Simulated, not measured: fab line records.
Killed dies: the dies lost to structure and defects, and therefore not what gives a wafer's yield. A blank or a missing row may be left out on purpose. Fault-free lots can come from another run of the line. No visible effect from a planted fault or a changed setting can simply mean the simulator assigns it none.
Matching of chambers	flow n5Finfet	3 sister chambers for N5_BEOL_M10_ILD_DEP_00 on pecvd-03
The step deposits SiCOH lowk from DEMS/porogen, target thk 308.51 nm, time 58 s. 3 wafers are shown with their chamber, then 12 later ones without.

WAFERS WITH THEIR CHAMBER
wafer	chamber	throttleValvePct (%)
L092.1	1	14.8
L092.4	2	13.5
L092.6	0	14.8

WAFERS WITHOUT THEIR CHAMBER
wafer	throttleValvePct (%)
L091.1	14.6
L091.2	13.4
L091.3	14.4
L093.1	14.2
L093.2	13.5
L093.4	13.4
L094.1	14.4
L094.5	15.0
L094.6	13.5
L097.2	14.6
L097.3	15.0
L097.5	14.6

CHAMBER TAKEN BY EACH
wafer	from the rows above	in truth
L091.1	can't be placed: 0 or 1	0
L091.2	2	2
L091.3	can't be placed: 0 or 1 or 2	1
L093.1	can't be placed: 0 or 1 or 2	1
L093.2	2	2
L093.4	2	2
L094.1	can't be placed: 0 or 1 or 2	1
L094.5	can't be placed: 0 or 1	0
L094.6	2	2
L097.2	can't be placed: 0 or 1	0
L097.3	can't be placed: 0 or 1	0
L097.5	can't be placed: 0 or 1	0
Correct placement for 4 of the 12. Not placeable from these rows: 8 (in 8, the candidates include the true chamber). Wrongly placed: 0.
How it was worked out, from the rows above alone: a wafer's distance from a chamber is the root of the sum, over the readings, of the square of ((its reading less the chamber's mean) divided by the reading's scatter). The wafer belongs to the nearest chamber; if the next one is less than 2 further off, it can't be placed. A chamber's mean is the mean of its shown wafers. The scatter: root of mean squared gap, hidden wafer to nearest shown wafer, with one shown wafer a chamber.
